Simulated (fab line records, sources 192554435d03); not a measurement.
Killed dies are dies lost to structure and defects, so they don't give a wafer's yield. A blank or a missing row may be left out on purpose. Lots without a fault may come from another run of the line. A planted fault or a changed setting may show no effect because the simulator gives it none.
fab line records | flow n5_finfet
record lots=5 wafers=15 last_day=17
route steps=1938 shown BEOL_M2@853 BEOL_M4@1111 PASSIVATION@1936
lots that met no fault: from a run of the same line without faults
start_h: hours from the record's first day to the start of the lot's first wafer shown | wait_h: hours since the lot's step before | " the same as in the row above | L1.1+2: a row that stands for several wafers | - no value, or no start given | * or withheld: withheld | < > ~ a bound
route shown NAME@n: a module of which the file shows steps, and the number in the route of the first | usual: mean/standard deviation of fault-free wafers | same: alike in all rows | chamber/n: place in a boat | sites: the reading at each site | _std_site: their standard deviation | _edge_site: outer sites' mean less inner sites' | radius_mm: how far each site lies from the wafer's centre | mask NAME#n: copy n | behind: the tool/chamber that last shaped the wafer | hold: why the lot was held/for how many hours/how that ended | device: the transistor (n, p or np) that didn't switch | end of line: the same wafers' tests at the end of the route | a step without rows: its recipe alone | killed: dies lost to structure and defects at the first sort, not the wafer's yield | map: a wafer's dies, x killed, . not, _ none there
set.NAME: the setting as run; set.NAME@STEP: as run at that earlier step | model.NAME: the simulator's own value behind a step, which no gauge read
lots at some steps of the route; a table a step, a row a wafer
services: from which hour (start_h, from the record's first day; less than 0 if before it) a tool's chamber was out of use, for how many hours, and why
## steps
# step N5_BEOL_M2_DEVELOP_10
# recipe develop_time_s=30 developer=TMAH resist=CAR-EUV rinse_liquid=surfactant_rinse dry=air_spin dev_temp_c=23
# step N5_BEOL_M2_DESCUM_16
# recipe chemistry=O2 time_s=7 source_power_w=50 bias_power_w=20 pressure_mtorr=20 rf_frequency_hz=2.712e+07 temp_c=40 resist=CAR-EUV o2_flow_sccm=225
# step N5_BEOL_M2_ETCH_74
# recipe chemistry=N2/H2 target=underlayer target_depth_a=65 mask_material=CAR-EUV time_s=5.2 ion_energy_ev=200 pressure_mtorr=30 source_w=840 bias_w=150 n2_flow_sccm=200 h2_flow_sccm=200 ends=cleared
# step N5_BEOL_M2_ETCH_63
# recipe chemistry=CF4 target=SiARC target_depth_a=156 mask_material=CAR-EUV time_s=26 ion_energy_ev=80 pressure_mtorr=40 source_w=545 bias_w=36 Ar_flow_sccm=100 cf4_flow_sccm=100 ends=cleared
# step N5_BEOL_M2_ETCH_64
# recipe chemistry=N2/H2 target=SOC target_depth_a=750 overetch_a=225 mask_material=SiARC temp_c=40 time_s=121.9 ion_energy_ev=200 pressure_mtorr=30 source_w=840 bias_w=150 n2_flow_sccm=200 h2_flow_sccm=200
# step N5_BEOL_M2_STRIP_65
# recipe chemistry=N2/H2 temp_c=40 n2_flow_sccm=200 h2_flow_sccm=200 rf_frequency_hz=6e+07
# step N5_BEOL_M2_STRIP_75
# recipe chemistry=N2/H2 temp_c=40 n2_flow_sccm=200 h2_flow_sccm=200 rf_frequency_hz=6e+07
# step N5_BEOL_M2_STRIP_66
# recipe chemistry=CF4 resist=SiARC power_w=300 bias_power_w=75 pressure_mtorr=50 cf4_flow_sccm=150 rf_frequency_hz=6e+07
# step N5_BEOL_M2_HM_OPEN_17
# recipe chemistry=Cl2/BCl3 target_depth_a=200 overetch_a=60 target=TiN mask_material=SOC ion_energy_ev=150 pressure_mtorr=10 icp_w=1000 bias_w=126 Cl2_flow_sccm=53.25 bcl3_flow_sccm=21.75 Ar_flow_sccm=25
# step N5_BEOL_M2_STRIP_19
# recipe chemistry=O2 power_w=400 temp_c=40 pressure_mtorr=30 rf_frequency_hz=6e+07 bias_power_w=0 overash_fraction=0.2 o2_flow_sccm=225
# usual drypump_motor_current_A=5.8/0.5 oes_product_au=0.77/0.099 rf_vpp_V=3.6/0.46 showerhead_plenum_p_Torr=2.09/0.075 throttle_valve_pct=16.69/0.3
# columns lot.wafer tool chamber start_h wait_h drypump_motor_current_A oes_product_au rf_hours_counter_h rf_vpp_V showerhead_plenum_p_Torr throttle_valve_pct
L168.2 rie_diel-04 3 149.68 0.1 5.2 0.71 226 3.9 1.99 16.59
L168.3 " 0 " " 6.0 0.75 122 3.4 2.12 17.11
L168.6 " 0 " " 6.0 0.76 - 3.3 2.12 17.09
L175.2 rie_diel-04 3 205.50 0.1 5.2 0.69 246 3.9 1.98 16.65
L175.3 " 0 " " 6.0 0.75 141 3.9 2.11 17.12
L175.5 " 2 " " 5.6 0.71 - 2.6 2.02 17.02
L176.1 rie_diel-04 1 211.62 0.1 6.4 0.93 11 3.4 2.15 16.30
L176.5 " 1 " " 6.4 0.93 - 4.1 2.15 16.31
L176.6 " 0 " " 6.0 0.74 - 3.3 2.11 17.14
L177.2 rie_diel-04 1 217.41 0.3 6.4 0.92 15 3.1 2.15 16.29
L177.3 " 2 " " 5.6 0.71 198 3.4 2.01 17.03
L177.4 " 1 " " 6.4 0.92 - 3.5 2.14 16.29
L178.3 rie_diel-01 2 218.45 0.1 6.6 0.76 163 3.3 2.02 17.14
L178.4 " 1 " " 5.7 0.90 39 3.5 2.04 16.66
L178.6 " 1 " " 5.7 0.89 - 3.1 2.04 16.67
# step N5_BEOL_M2_COAT_67
# recipe resist=SOC temp_c=250 time_s=60 spin_rpm=1500 resist_thk_nm=60
# step N5_BEOL_M2_COAT_68
# recipe resist=SiARC temp_c=220 time_s=60 spin_rpm=1500 resist_thk_nm=12
# step N5_BEOL_M2_COAT_76
# recipe resist=underlayer temp_c=205 time_s=60 spin_rpm=1500 resist_thk_nm=5
# step N5_BEOL_M2_COAT_22
# recipe resist=CAR-EUV spin_rpm=1500 resist_thk_nm=30
# step N5_BEOL_M2_EBR_24
# recipe solvent=PGMEA ebr_width_mm=1.5
# step N5_BEOL_M2_SOFTBAKE_23
# recipe temp_c=110 time_s=60 resist=CAR-EUV
# step N5_BEOL_M2_EXPOSE_25
# recipe mask_id=V1 na=0.33 source_shape=quasar sigma_inner=0.2 sigma_outer=0.8 polarization=unpolarized defocus_nm=5 dose_mj=63
# step N5_BEOL_M2_PEB_26
# recipe peb_temp_c=100 peb_time_s=60 resist=CAR-EUV
# step N5_BEOL_M2_DEVELOP_27
# recipe develop_time_s=30 developer=TMAH resist=CAR-EUV rinse_liquid=surfactant_rinse dry=air_spin dev_temp_c=23
# step N5_BEOL_M2_INSPECT_30
# recipe mode=adi inspect_instrument=brightfield
# usual raw_defect_count=417/94
# columns lot.wafer tool chamber start_h wait_h raw_defect_count
L168.2 defect_inspect-02 - 150.29 0.0 674
L168.3 " - " " 438
L168.6 " - " " 417
L175.2 defect_inspect-02 - 206.11 0.0 1077
L175.3 " - " " 1171
L175.5 " - " " 1123
L176.1 defect_inspect-01 - 212.22 0.1 1061
L176.5 " - " " 1121
L176.6 " - " " 1403
L177.2 defect_inspect-02 - 217.88 0.0 1035
L177.3 " - " " 1132
L177.4 " - " " 1154
L178.3 defect_inspect-02 - 218.93 0.0 426
L178.4 " - " " 450
L178.6 " - " " 384
# step N5_BEOL_M2_DESCUM_33
# recipe chemistry=O2 time_s=7 source_power_w=50 bias_power_w=20 pressure_mtorr=20 rf_frequency_hz=2.712e+07 temp_c=40 resist=CAR-EUV o2_flow_sccm=225
# step N5_BEOL_M4_RC_MEAS_101
# usual DIBL_N=35.8/1.7 DIBL_P=35.3/2 IOFF_N=0.150/0.026 IOFF_P=0.194/0.029 ION_N=667/11 ION_P=456/7.1 SS_N=71.4/0.65 SS_P=73.1/0.64 VT_N=251/3 VT_P=-252/3.2
# columns lot.wafer tool chamber start_h wait_h DIBL_N[mV/V] DIBL_P[mV/V] IOFF_N[nA/um] IOFF_P[nA/um] ION_N[uA/um] ION_P[uA/um] SS_N[mV/dec] SS_P[mV/dec] VT_N[mV] VT_P[mV]
L168.2 prober-02 0 239.28 0.2 33.8 36.5 0.127 0.164 667 454 71.2 73.3 253 -257
L168.3 " 0 " " 35.6 37.6 0.156 0.179 669 458 71.8 73.0 251 -255
L168.6 " 0 " " 33.1 35.3 0.128 0.163 663 457 71.4 72.1 252 -255
L175.2 prober-02 0 276.97 0.2 33.1 31.7 0.117 0.160 661 457 70.1 72.4 251 -254
L175.3 " 0 " " 34.5 31.8 0.126 0.158 680 459 70.9 73.3 252 -255
L175.5 " 0 " " 38.0 37.0 0.185 0.239 683 463 71.2 73.1 248 -248
L176.1 prober-02 0 286.57 0.0 37.1 38.5 0.168 0.261 674 459 71.4 73.6 250 -246
L176.5 " 0 " " 35.1 35.9 0.134 0.216 669 465 70.6 73.1 252 -247
L176.6 " 0 " " 35.1 34.1 0.126 0.182 656 449 70.7 72.2 253 -250
L178.3 prober-01 0 287.26 0.3 36.0 35.9 0.151 0.202 671 460 70.7 73.5 250 -251
L178.4 " 0 " " 33.9 32.7 0.123 0.162 656 453 71.0 72.5 252 -254
L178.6 " 0 " " 33.7 33.0 0.113 0.160 656 453 70.8 72.3 253 -254
L177.2 prober-02 0 307.86 0.5 32.2 31.2 0.094 0.144 642 448 69.7 73.1 258 -255
L177.3 " 0 " " 35.7 34.7 0.144 0.189 657 452 71.3 74.0 254 -253
L177.4 " 0 " " 35.0 34.3 0.144 0.187 670 459 71.2 73.2 251 -253
# step N5_PASSIVATION_PROBE_49
# usual defect_limited_yield=91.5/1.4 killed_at_M0_to_M3=34/11 killed_at_M4_up=15/6 killed_at_contacts=11/5.9 killed_at_front_end=37/11 killed_at_other=3.6/2.9 killed_dies=101/17 killed_on_rim=13/4 killed_open=66/12 killed_short=33/7.8 sort_bin_5_function=5.0/0.97 sort_bin_6_memory=3.2/0.65 sort_bin_8_speed=0.02/0.2 sort_n_pass=1079/17 sort_yield_pct=91.4/1.4
# same gross_dies=1180 killed_at_back_side=0 sort_bin_4_leakage[%]=0
# columns lot.wafer tool chamber start_h wait_h defect_limited_yield[%] killed_at_M0_to_M3 killed_at_M4_up killed_at_contacts killed_at_front_end killed_at_other killed_dies killed_on_rim killed_open killed_short sort_bin_5_function[%] sort_bin_6_memory[%] sort_bin_8_speed[%] sort_n_pass sort_yield_pct[%]
L168.2 prober-01 - 337.92 0.1 91.4 32 7 14 47 1 101 11 76 24 4.7 3.6 0 1079 91.4
L168.3 prober-01 - 337.97 0.1 92.2 24 16 7 43 2 92 6 62 27 4.7 2.8 0 1088 92.2
L168.6 prober-01 - 338.12 0.3 91.5 26 7 7 58 2 100 10 60 38 4.3 3.6 0 1080 91.5
L175.2 prober-01 - 375.92 0.1 84.7 133 8 3 32 5 181 25 58 22 10.0 2.7 0 999 84.7
L175.3 prober-01 - 375.97 0.1 81.4 140 7 5 65 2 219 30 63 37 10.8 5.1 0 961 81.4
L175.5 prober-01 - 376.07 0.2 82.6 152 10 10 31 2 205 18 47 23 11.7 3.6 0 975 82.6
L178.3 prober-01 - 392.47 0.1 91.4 35 20 3 40 3 101 10 62 39 5.6 2.7 0 1079 91.4
L178.4 prober-01 - 392.52 0.2 91.6 32 14 8 43 2 99 15 60 39 4.8 3.4 0 1081 91.6
L178.6 prober-01 - 392.62 0.3 90.4 44 11 9 46 3 113 12 73 40 5.8 3.5 0 1067 90.4
L176.1 prober-02 - 401.80 0.0 86.1 89 19 7 42 7 164 36 63 33 7.7 3.8 0 1016 86.1
L176.5 prober-02 - 402.00 0.2 88.1 91 5 11 30 4 141 27 49 31 7.2 3.0 0 1039 88.1
L176.6 prober-02 - 402.05 0.3 83.1 149 13 6 31 1 200 25 54 28 9.7 4.7 0 980 83.1
L177.2 prober-01 - 414.88 0.1 86.3 96 15 9 31 11 162 29 68 31 8.6 3.6 0.08 1017 86.2
L177.3 prober-01 - 414.93 0.1 80.2 192 12 11 18 1 234 19 69 25 12.3 4.7 0 946 80.2
L177.4 prober-01 - 414.98 0.2 88.3 101 7 8 20 2 138 29 48 27 7.4 3.1 0 1042 88.3
# killed by level:class
L168.2 STI_FIN_REVEAL:geometric_particle:open=12 MOL_CONTACT_COAG:geometric_particle:open=12 BEOL_M0_SAQP:geometric_particle:open=7 BEOL_M0_SAQP:geometric_particle:short=7 BEOL_M1:geometric_particle:open=7 DUMMY_GATE:geometric_particle:open=5 ILD0:geometric_particle:open=5 GATE_CUT:geometric_particle:open=5
L168.3 BEOL_M2:geometric_particle:open=10 FIN_SAQP:geometric_particle:short=9 DUMMY_GATE:geometric_particle:open=9 STI_FIN_REVEAL:geometric_particle:open=8 FIN_SAQP:geometric_particle:open=6 BEOL_M0_SAQP:geometric_particle:short=6 BEOL_M4:geometric_particle:open=5 BEOL_M6:geometric_particle:open=5
L168.6 STI_FIN_REVEAL:geometric_particle:open=13 FIN_SAQP:geometric_particle:short=7 DUMMY_GATE:geometric_particle:open=6 GATE_CUT:geometric_particle:short=6 MOL_CONTACT_COAG:geometric_particle:open=6 BEOL_M0_SAQP:geometric_particle:short=5 GATE_CUT:geometric_particle:open=5 BEOL_M0_SAQP:geometric_particle:open=5
L175.2 BEOL_M2:unspecified=101 BEOL_M2:geometric_particle:open=9 STI_FIN_REVEAL:geometric_particle:open=7 FIN_SAQP:geometric_particle:open=6 DUMMY_GATE:geometric_particle:open=6 BEOL_M0_SAQP:geometric_particle:short=6 BEOL_M1:geometric_particle:open=6 BEOL_M3:geometric_particle:open=5
L175.3 BEOL_M2:unspecified=119 STI_FIN_REVEAL:geometric_particle:open=24 FIN_SAQP:geometric_particle:open=7 STI_FIN_REVEAL:geometric_particle:short=6 BEOL_M1:geometric_particle:open=6 BEOL_M3:geometric_particle:open=6 STARTING-WAFER:geometric_particle:short=6 FIN_SAQP:geometric_particle:short=5
L175.5 BEOL_M2:unspecified=133 MOL_CONTACT_COAG:geometric_particle:open=8 BEOL_M1:geometric_particle:open=7 STI_FIN_REVEAL:geometric_particle:open=6 DUMMY_GATE:geometric_particle:open=5 FIN_SAQP:geometric_particle:short=4 DUMMY_GATE:geometric_particle:short=4 STI_FIN_REVEAL:geometric_particle:short=3
L178.3 BEOL_M0_SAQP:geometric_particle:short=11 STI_FIN_REVEAL:geometric_particle:open=8 BEOL_M0_SAQP:geometric_particle:open=7 FIN_SAQP:geometric_particle:short=6 FIN_SAQP:geometric_particle:open=6 BEOL_M1:geometric_particle:open=6 BEOL_M2:geometric_particle:open=5 BEOL_M4:geometric_particle:open=5
L178.4 BEOL_M0_SAQP:geometric_particle:short=12 STI_FIN_REVEAL:geometric_particle:open=11 GATE_CUT:geometric_particle:short=8 BEOL_M0_SAQP:geometric_particle:open=7 BEOL_M2:geometric_particle:open=7 DUMMY_GATE:geometric_particle:open=5 MOL_CONTACT_COAG:geometric_particle:open=5 BEOL_M4:geometric_particle:open=4
L178.6 BEOL_M0_SAQP:geometric_particle:short=13 GATE_CUT:geometric_particle:short=10 BEOL_M0_SAQP:geometric_particle:open=9 STI_FIN_REVEAL:geometric_particle:open=8 GATE_CUT:geometric_particle:open=7 MOL_CONTACT_COAG:geometric_particle:open=7 BEOL_M1:geometric_particle:open=7 BEOL_M2:geometric_particle:open=7
L176.1 BEOL_M2:unspecified=64 BEOL_M4:geometric_particle:open=11 FIN_SAQP:geometric_particle:open=9 FIN_SAQP:geometric_particle:short=8 BEOL_M0_SAQP:geometric_particle:short=8 GATE_CUT:geometric_particle:open=6 MOL_CONTACT_COAG:geometric_particle:open=6 BEOL_M0_SAQP:geometric_particle:open=5
L176.5 BEOL_M2:unspecified=57 BEOL_M0_SAQP:geometric_particle:short=10 MOL_CONTACT_COAG:geometric_particle:open=9 FIN_SAQP:geometric_particle:open=7 BEOL_M0_SAQP:geometric_particle:open=6 BEOL_M2:geometric_particle:open=5 STI_FIN_REVEAL:geometric_particle:open=4 GATE_CUT:geometric_particle:short=4
L176.6 BEOL_M2:unspecified=117 GATE_CUT:geometric_particle:short=7 BEOL_M0_SAQP:geometric_particle:open=6 BEOL_M3:geometric_particle:open=6 BEOL_M4:geometric_particle:open=6 FIN_SAQP:geometric_particle:open=5 MOL_CONTACT_COAG:geometric_particle:open=5 BEOL_M0_SAQP:geometric_particle:short=5
L177.2 BEOL_M2:unspecified=62 MOL_CONTACT_COAG:geometric_particle:open=8 BEOL_M2:geometric_particle:open=8 BEOL_M4:geometric_particle:open=8 FIN_SAQP:geometric_particle:open=7 BEOL_M0_SAQP:geometric_particle:open=6 BEOL_M0_SAQP:geometric_particle:short=6 FIN_SAQP:geometric_particle:short=5
L177.3 BEOL_M2:unspecified=140 BEOL_M0_SAQP:geometric_particle:open=17 BEOL_M3:geometric_particle:open=13 MOL_CONTACT_COAG:geometric_particle:open=11 BEOL_M0_SAQP:geometric_particle:short=7 BEOL_M4:geometric_particle:open=7 STI_FIN_REVEAL:geometric_particle:open=5 STARTING-WAFER:geometric_particle:short=5
L177.4 BEOL_M2:unspecified=63 BEOL_M0_SAQP:geometric_particle:short=9 BEOL_M0_SAQP:geometric_particle:open=8 BEOL_M1:geometric_particle:open=8 MOL_CONTACT_COAG:geometric_particle:open=6 BEOL_M3:geometric_particle:open=6 DUMMY_GATE:geometric_particle:open=5 FIN_SAQP:geometric_particle:short=4
# map L175.3 (x killed, . not)
_________________......x.....________________
______________........x........._____________
___________..........x.............__________
__________.x........x..............._________
________......xx.x...x......x........._______
_______.........x.......xx........x....______
______..x.....................x.....x..._____
_____....................................____
____x..x.......x......x..x..........x.....___
___...................x.....x..............__
___.x......xxx..xx.......................x.__
__xx........x.......................x......._
__......x...x......x........x..x.x..x.....xx_
_.x..x.xx...x.......x...............x.x.....x
_x.x.x..x....................................
_xx.xxxxxxx..............x.............x...x.
_xxxxxxxxxxx.x.x...............x.............
_xxxxxxxxxxxx...x...x............x...........
_xxxxxxxxxxx.......x........................x
_xxxxxxxxxxxx...........x.....x........x.....
_xxxxxxxxxxxx.....x.....x....x.....x.x....x.x
__xxxxxxxxxxx........x.x...............x...x_
__xxxxxxxxxx.....x.....x...................._
___xxxxxxxxxx...x..........x...............__
___.xxxxx...x.........x................x...__
____xxx..x..x..x..x.x.....................___
_____.................x.......x..........____
______.x................................_____
_______...x.x..x.......................______
________x.......x....................._______
__________..........x.........x..x.._________
___________....x....x...x..........__________
______________.......x...x..x..._____________
_________________.......x....________________
# map L176.6 (x killed, . not)
_________________............________________
______________......x..........._____________
___________...........x.x...x...x..__________
__________.......x.x....x..........._________
________..........................x..._______
_______................................______
______..........x...x.x................x_____
_____....x.x.....x.......................____
____x............x.....x..x....x.....x....___
___x...x..x.x........x.....................__
___................x........x...x.......x.x__
__.................x.x.x...x................_
__.....x....x..............................._
_xx..x.xxxx..................................
_.xxx.x.xx......x............................
_..xxxxxxx..x.x............x......x..........
_xxxxxxxxxxx..........x..................x...
_xxxxxxxxxx...............x..................
_xxxxxxxxxxx.x...............................
_xxxxxxxxxxxxx...............................
_xxxxxxxxxxxx.x.......x.....................x
__xxxxxxxx.xxx.............................._
__.xxxxxxxxx......xx........................_
___xxxxxxxxxxx.................x...........__
___x.xxxx.xx...........x.................x.__
____.xxx.x....x..x........................___
_____......................x..x..x.xx.x..____
______.........x...x............x.....x._____
_______x.....x......x......x...........______
________..x............x.....x.....x.._______
__________...x.....x................_________
___________........................__________
______________....x...xx........_____________
_________________...........x________________
## services
# columns tool chamber start_h hours kind
rie_diel-04 1 156.64 - clean
rie_diel-04 1 156.64 - consumable_replace:focus_ring
rie_diel-04 1 156.64 21.8 scheduled_down
rie_diel-04 1 156.64 21.8 vent_cycle
rie_diel-04 0 159.67 9.2 repair
rie_diel-04 3 166.89 6.3 repair
rie_diel-01 2 196.01 16.2 repair
rie_diel-04 3 217.41 - clean
rie_diel-04 3 217.41 - consumable_replace:focus_ring
rie_diel-04 3 217.41 - consumable_replace:showerhead
rie_diel-04 3 217.41 30.8 scheduled_down
rie_diel-04 3 217.41 30.8 vent_cycle
## key
first_sign step=N5_BEOL_M2_INSPECT_30 reading=raw_defect_count direction=up sigmas=7.7 usual=417 struck=1142
effect step=N5_PASSIVATION_PROBE_49 reading=killed_at_M0_to_M3 direction=up sigmas=8.5 usual=34 struck=127
more_kills_born_at N5_BEOL_M2_STRIP_19@rie_diel-04=856
met_at N5_BEOL_M2_STRIP_19
struck_wafers L175.2,L175.3,L175.5,L176.1,L176.5,L176.6,L177.2,L177.3,L177.4
onset_between 149.68 205.50
fault kind=chamber_particle_source tool=rie_diel-04 chamber=- onset_h=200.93 steps=N5_BEOL_M2_STRIP_19 rate_per_visit_cm2=1.0213 end_h=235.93
